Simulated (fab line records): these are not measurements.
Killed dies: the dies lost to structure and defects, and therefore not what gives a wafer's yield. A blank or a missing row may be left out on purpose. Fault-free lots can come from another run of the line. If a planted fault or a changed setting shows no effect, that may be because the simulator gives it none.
Chamber matching    flow nand harc    pecvd-01 running NHARC_P_M0_PRE_CLEAN_31: 3 sister chambers
The step time 12 s. 27 wafers are shown with their chamber, then 12 later ones without.

== WAFERS PAIRED WITH THEIR CHAMBERS ==
wafer   chamber  heater power w (W)
L075.3  0        629
L075.4  0        650
L075.5  1        683
L078.1  0        629
L078.2  1        681
L078.4  0        637
L079.2  0        609
L079.4  2        608
L079.5  0        604
L081.4  2        688
L081.5  1        595
L081.6  0        630
L083.2  1        670
L083.3  0        583
L083.4  1        668
L084.1  2        697
L084.3  1        611
L084.5  0        611
L084.2  0        599
L084.4  1        615
L084.6  2        663
L085.2  2        680
L085.4  2        671
L085.6  0        624
L086.2  2        637
L086.3  1        646
L086.6  1        645

SIGNATURES, as means of the wafers listed above
reading         chamber 0  chamber 1  chamber 2  scatter within a chamber
heater power w  618.64     646.00     663.43     27.4
Rule: for a wafer and a chamber, the distance is found by dividing, reading by reading, the gap between the wafer's reading and the chamber's mean by the reading's scatter, squaring, summing and taking the root. The wafer belongs to the nearest chamber; if the next one is less than 2 further off, it can't be placed. The scatter: the root of (the sum of the squares of (reading less its chamber's mean) over the shown wafers, divided by (wafers less chambers)).

== WAFERS WHOSE CHAMBER IS MISSING ==
wafer   heater power w (W)
L089.2  626
L089.4  697
L089.5  585
L090.2  569
L090.5  655
L090.6  646
L091.2  615
L091.3  697
L091.6  571
L091.1  552
L091.4  606
L091.5  701

== WHICH CHAMBER EACH ONE RAN IN ==
wafer   from the rows above           in truth
L089.2  can't be placed: 0 or 1 or 2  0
L089.4  can't be placed: 2 or 1 or 0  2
L089.5  can't be placed: 0 or 1 or 2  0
L090.2  can't be placed: 0 or 1 or 2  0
L090.5  can't be placed: 2 or 1 or 0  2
L090.6  can't be placed: 1 or 2 or 0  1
L091.2  can't be placed: 0 or 1 or 2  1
L091.3  can't be placed: 2 or 1 or 0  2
L091.6  can't be placed: 0 or 1 or 2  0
L091.1  can't be placed: 0 or 1 or 2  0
L091.4  can't be placed: 0 or 1 or 2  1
L091.5  can't be placed: 2 or 1 or 0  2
Correct placement for 0 of the 12. Not placeable from these rows: 12 (in 12, the candidates include the true chamber). Wrongly placed: 0.
